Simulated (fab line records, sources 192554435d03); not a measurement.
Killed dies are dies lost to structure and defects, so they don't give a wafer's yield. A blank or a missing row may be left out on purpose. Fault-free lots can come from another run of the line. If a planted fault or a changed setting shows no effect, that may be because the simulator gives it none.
Problem report in the 8D (eight disciplines) form, filled by code    flow n5 finfet    the parts of the form that need people (team, actions taken, sign-off) are left out

1. WHAT IS WRONG
At N5_GATE_CUT_CD_MEAS_13, cd nm averages 18.25 nm over 9 wafers from 3 lots, while fault-free wafers read 20.07 nm, standard deviation 0.28. Measured from the usual mean, that is -6.5 standard deviations.
The step: target cd 20 nm.
Seen first at day 7 03:04 on cd sem-03, wafer L441.1. The record holds 41 wafers of 15 lots with a number at this step. Rule for "out", or "out of limits": more than 4 standard deviations from the usual mean. All remaining wafers that have a number are taken as sound.

2. WHAT IT IS AND WHAT IT IS NOT
question                     is                      is not
which readings at this step  cd nm                   -
which lots                   L441, L443, L445        L430, L431, L433, L434, L435, L436, L437, L438, L439, L446, L447, L451
which wafers of those lots   all that have a number  -
read on which gauges         cd sem-02, cd sem-03    cd sem-01
when                         from day 7 03:04        up to then (25 sound wafers); but 7 sound wafers of L446, L447, L451 came after

3. WHAT RULES OUT EACH SUSPECT
Counting: a tool at any process step up to the reading remains a suspect when it ran all the lots that are out and ran no sound lot after the first of those.
- the gauge at N5_GATE_CUT_CD_MEAS_13 has been ruled out. 2 gauges (cd sem-02, cd sem-03) read the wafers that are out.
- euv scanner-01 at N5_GATE_CUT_EXPOSE_10 (exposes mask GATE CUT, target cd 20 nm): kept. It processed each lot that is out, first L441 at day 7 02:56, and no sound lot thereafter; up to then, the last sound lot it processed was L438 at day 6 14:55. Out on those wafers are its own readings of exposure dose mJ cm2.
After counting, what remains is euv scanner-01 at N5_GATE_CUT_EXPOSE_10.

4. THE CAUSE (what the simulator had put in)
Process parameter drift: euv scanner-01, from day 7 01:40 on, at N5_GATE_CUT_EXPOSE_10. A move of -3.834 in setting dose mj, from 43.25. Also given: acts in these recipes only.
The count eliminated every tool but this one.

5. SEQUENCE OF EFFECTS, ordered by route
One row per reading whose mean, taken over the struck wafers that have a number, lies over 3 standard deviations from the usual. Scope: only readings with a usual standard deviation given in the record; hours: median across lots of the time from each lot's start at the first step in this table that gives one to its start at this step; sigmas: change in usual standard deviations.
hours  step                    reading               usual     on struck wafers  change  sigmas
0      N5_GATE_CUT_EXPOSE_10   exposure dose mJ cm2  43.21     40.08             -3.13   -56
0      N5_GATE_CUT_CD_MEAS_13  cd nm                 20.07 nm  18.25             -1.82   -6.5
The process steps in it:
- N5_GATE_CUT_EXPOSE_10: exposes mask GATE CUT, target cd 20 nm.
Later measuring or inspecting steps at which every struck wafer that the step has a row for has a number for every such reading, and none has moved that far: N5_GATE_CUT_OVL_MEAS_14.

6. WHAT WOULD HAVE CAUGHT IT SOONER
In this record the first reading out of limits at a measuring or inspecting step was taken at day 7 03:04, 1 hour after the fault began at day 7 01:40.
The tool's own readings at N5_GATE_CUT_EXPOSE_10 were out on every struck wafer that the step has a row for (exposure dose mJ cm2): an alarm limit on them would have fired on the first of those.
Of the lots that are out (3), L443, L445 began N5_GATE_CUT_EXPOSE_10 on euv scanner-01 after day 7 03:04. A hold on the tool at that time would have spared those 2.
